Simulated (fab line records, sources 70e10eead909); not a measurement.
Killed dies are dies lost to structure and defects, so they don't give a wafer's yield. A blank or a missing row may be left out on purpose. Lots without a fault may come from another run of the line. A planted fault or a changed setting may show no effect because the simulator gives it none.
Which tool did it? | flow nand_harc | 12 lots, 36 wafers sampled, at 5 steps of a route of 1302

WHAT THE GAUGES READ, wafer by wafer
NHARC_END_SORT_01. Usual: killed_at_array 60, standard deviation 21; killed_at_other 1.0, standard deviation 1.2; killed_at_periphery 4.2, standard deviation 2.8; killed_dies 65, standard deviation 20; killed_open 3.1, standard deviation 1.8; killed_short 2.6, standard deviation 1.6.
lot  | measured     | on        | killed_at_array | killed_at_other | killed_at_periphery | killed_dies | killed_open | killed_short | flag
L285 | day 31 03:18 | prober-01 | 61 89 66        | 5 3 4           | 2 0 3               | 68 92 73    | 1 2 1       | 1 1 5        |
L287 | day 33 06:14 | prober-01 | 48              | 0               | 9                   | 57          | 4           | 3            |
L288 | day 32 19:14 | prober-01 | 65 71 88        | 0 0 0           | 5 6 4               | 70 77 92    | 3 3 3       | 0 0 2        |

WHICH TOOL RAN EACH LOT (tool, then ch and the chambers of the sampled wafers, then the start)
lot  | NHARC_A_STAIRCASE_ETCH_15                     | NHARC_A_STAIRCASE_TRIM_16                     | NHARC_A_STAIRCASE_EXPOSE_181      | NHARC_A_STAIRCASE_ETCH_192
L268 | rie_diel-08 ch 0,2,3, day 15 16:47 or earlier | rie_diel-08 ch 0,1,3, day 15 16:47 or earlier | krf_scanner-03 ch 0, day 15 16:47 | rie_diel-07 ch 0,1,2, no start
L271 | rie_diel-04 ch 0,1,3, day 16 23:32 or earlier | rie_diel-04 ch 0,1,3, day 16 23:32 or earlier | krf_scanner-03 ch 0, day 16 23:32 | rie_diel-07 ch 0,1,2, no start
L272 | rie_diel-08 ch 0,1, day 17 14:10 or earlier   | rie_diel-08 ch 1,2,3, day 17 14:10 or earlier | krf_scanner-02 ch 0, day 17 14:10 | rie_diel-07 ch 1,3, no start
L273 | rie_diel-07 ch 0,1,2, day 18 02:17 or earlier | rie_diel-07 ch 0,1,2, day 18 02:17 or earlier | krf_scanner-03 ch 0, day 18 02:17 | rie_diel-04 ch 1,2,3, no start
L275 | rie_diel-07 ch 0,1,3, day 18 15:50 or earlier | rie_diel-07 ch 0,1,3, day 18 15:50 or earlier | krf_scanner-03 ch 0, day 18 15:50 | rie_diel-07 ch 0,1,3, no start
L283 | rie_diel-04 ch 2,3, day 21 12:55 or earlier   | rie_diel-04 ch 0,2, day 21 12:55 or earlier   | krf_scanner-04 ch 0, day 21 12:55 | rie_diel-08 ch 1,2, no start
L282 | rie_diel-07 ch 1,2,3, day 21 19:55 or earlier | rie_diel-07 ch 1,2, day 21 19:55 or earlier   | krf_scanner-03 ch 0, day 21 19:55 | rie_diel-04 ch 1,2,3, no start
L285 | rie_diel-08 ch 0,1,2, day 22 14:56 or earlier | rie_diel-08 ch 1,2,3, day 22 14:56 or earlier | krf_scanner-02 ch 0, day 22 14:56 | rie_diel-07 ch 0,1,3, day 31 03:18 or earlier
L287 | rie_diel-07 ch 0,3, day 23 13:34 or earlier   | rie_diel-07 ch 0,1,3, day 23 13:34 or earlier | krf_scanner-04 ch 0, day 23 13:34 | rie_diel-08 ch 0,1, day 33 06:14 or earlier
L288 | rie_diel-07 ch 1,2,3, day 23 15:34 or earlier | rie_diel-07 ch 0,1,3, day 23 15:34 or earlier | krf_scanner-02 ch 0, day 23 15:34 | rie_diel-04 ch 0,2, day 32 19:14 or earlier
L290 | rie_diel-04 ch 0,1, day 24 16:15 or earlier   | rie_diel-04 ch 0,3, day 24 16:15 or earlier   | krf_scanner-04 ch 0, day 24 16:15 | rie_diel-08 ch 2,3, no start
L291 | rie_diel-04 ch 0,1,2, day 25 10:39 or earlier | rie_diel-04 ch 1,2, day 25 10:39 or earlier   | krf_scanner-02 ch 0, day 25 10:39 | rie_diel-08 ch 2,3, no start
- NHARC_A_STAIRCASE_ETCH_15: etches the open film in C4F8/O2, target depth 100 nm, time 40.5 s.
- NHARC_A_STAIRCASE_TRIM_16: chemistry O2, time 211.2 s.
- NHARC_A_STAIRCASE_EXPOSE_181: exposes mask STAIR 2.
- NHARC_A_STAIRCASE_ETCH_192: etches the open film in C4F8/O2, target depth 100 nm, time 40.5 s.

WHAT THE TOOLS THEMSELVES READ (means of the sampled wafers that have a number; where no wafer has one, the mark that the record gives instead)
NHARC_A_STAIRCASE_ETCH_15. Usual: oes_product_au 0.942 a.u., standard deviation 0.01; rf_vpp_V 897 V, standard deviation 5.
lot  | tool        | oes_product_au (a.u.) | rf_vpp_V (V) | flag
L268 | rie_diel-08 | 0.936                 | 896          |
L271 | rie_diel-04 | 0.952                 | 895          |
L272 | rie_diel-08 | 0.947                 | 904          |
L273 | rie_diel-07 | 0.934                 | 897          |
L275 | rie_diel-07 | 0.949                 | 898          |
L283 | rie_diel-04 | 0.937                 | 900          |
L282 | rie_diel-07 | 0.938                 | 896          |
L285 | rie_diel-08 | 0.940                 | 898          |
L287 | rie_diel-07 | 0.937                 | 899          |
L288 | rie_diel-07 | 0.953                 | 895          |
L290 | rie_diel-04 | 0.937                 | 894          |
L291 | rie_diel-04 | 0.949                 | 896          |

NHARC_A_STAIRCASE_TRIM_16. Usual: drypump_motor_current_A 5.6 A, standard deviation 0.34; oes_product_au 1.001 a.u., standard deviation 0.0078; rf_vpp_V 57.9 V, standard deviation 0.86; showerhead_plenum_p_Torr 3.55 Torr, standard deviation 0.14; throttle_valve_pct 17.037 %, standard deviation 0.0092.
lot  | tool        | drypump_motor_current_A (A) | oes_product_au (a.u.) | rf_vpp_V (V) | showerhead_plenum_p_Torr (Torr) | throttle_valve_pct (%) | flag
L268 | rie_diel-08 | 5.7                         | 0.998                 | 57.4         | 3.50                            | 17.029                 |
L271 | rie_diel-04 | 5.3                         | 1.006                 | 57.8         | 3.51                            | 17.041                 |
L272 | rie_diel-08 | 5.7                         | 0.997                 | 58.4         | 3.55                            | 17.041                 |
L273 | rie_diel-07 | 5.6                         | 1.007                 | 57.1         | 3.55                            | 17.036                 |
L275 | rie_diel-07 | 5.8                         | 1.000                 | 58.3         | 3.58                            | 17.038                 |
L283 | rie_diel-04 | 5.8                         | 0.995                 | 58.2         | 3.59                            | 17.030                 |
L282 | rie_diel-07 | 5.5                         | 0.995                 | 57.3         | 3.46                            | 17.023                 |
L285 | rie_diel-08 | 5.7                         | 1.005                 | 58.2         | 3.53                            | 17.032                 |
L287 | rie_diel-07 | 5.8                         | 0.997                 | 58.5         | 3.55                            | 17.038                 |
L288 | rie_diel-07 | 5.8                         | 0.991                 | 58.4         | 3.55                            | 17.035                 |
L290 | rie_diel-04 | 5.7                         | 0.997                 | 57.5         | 3.54                            | 17.028                 |
L291 | rie_diel-04 | 5.1                         | 1.005                 | 56.8         | 3.47                            | 17.032                 |

NHARC_A_STAIRCASE_EXPOSE_181. Usual: exposure_dose_mJ_cm2 27.870, standard deviation 0.027.
lot  | tool           | exposure_dose_mJ_cm2 | flag
L268 | krf_scanner-03 | 27.887               |
L271 | krf_scanner-03 | 27.861               |
L272 | krf_scanner-02 | 27.879               |
L273 | krf_scanner-03 | 27.880               |
L275 | krf_scanner-03 | 27.312               | OFF
L283 | krf_scanner-04 | 27.879               |
L282 | krf_scanner-03 | 27.386               | OFF
L285 | krf_scanner-02 | 27.861               |
L287 | krf_scanner-04 | 27.868               |
L288 | krf_scanner-02 | 27.848               |
L290 | krf_scanner-04 | 27.858               |
L291 | krf_scanner-02 | 27.864               |

NHARC_A_STAIRCASE_ETCH_192. Usual: oes_product_au 0.945 a.u., standard deviation 0.012; rf_vpp_V 897 V, standard deviation 4.9.
lot  | tool        | oes_product_au (a.u.) | rf_vpp_V (V) | flag
L268 | rie_diel-07 | 0.940                 | 897          |
L271 | rie_diel-07 | 0.943                 | 897          |
L272 | rie_diel-07 | 0.945                 | 895          |
L273 | rie_diel-04 | 0.948                 | 899          |
L275 | rie_diel-07 | 0.943                 | 897          |
L283 | rie_diel-08 | 0.950                 | 900          |
L282 | rie_diel-04 | 0.950                 | 897          |
L285 | rie_diel-07 | 0.940                 | 898          |
L287 | rie_diel-08 | 0.932                 | 904          |
L288 | rie_diel-04 | 0.927                 | 897          |
L290 | rie_diel-08 | 0.954                 | 891          |
L291 | rie_diel-08 | 0.947                 | 890          |

THE ANSWER, worked out from the rows above alone
Rule: a lot is off if the mean of its wafers that have a number lies more than 3 standard deviations from the usual mean. A lot without any number at a reading at which 4 lots or more have one is off too. The other lots that the step has rows for count as sound. The gauges are gone through in route order, then the tools' own readings, and for those a lot's mean is taken as printed above. The first step at which some lot is off is used, and at that step the reading that is off furthest; a lot without a number counts as furthest.
Off: L275, L282, at NHARC_A_STAIRCASE_EXPOSE_181 (exposure_dose_mJ_cm2).
A tool fits if, at that step or a process step before it, it ran every lot that is off, and no sound lot after the first of them. NHARC_A_STAIRCASE_ETCH_15 gives no start for some lots, so the hours and the order of its lots are those of NHARC_A_STAIRCASE_EXPOSE_181. NHARC_A_STAIRCASE_TRIM_16 gives no start for some lots, so the hours and the order of its lots are those of NHARC_A_STAIRCASE_EXPOSE_181. One fits: krf_scanner-03 at NHARC_A_STAIRCASE_EXPOSE_181. Its last sound lot is L273 (day 18 02:17), its first lot that is off L275 (day 18 15:50): a fault that began between those two fits.
The tool's own readings at NHARC_A_STAIRCASE_EXPOSE_181 bear it out: on the lots that are off they differ by more than 5 times the standard deviation of the sound lots' means. exposure_dose_mJ_cm2 reads 27.349 there against 27.869 on the sound lots.

WHAT THE SIMULATOR HAD PUT IN
Process parameter drift: krf_scanner-03, from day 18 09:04 on, at NHARC_A_STAIRCASE_EXPOSE_181. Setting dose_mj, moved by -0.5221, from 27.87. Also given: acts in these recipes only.
Lots struck among those shown: L275, L282. The rule above found the same.
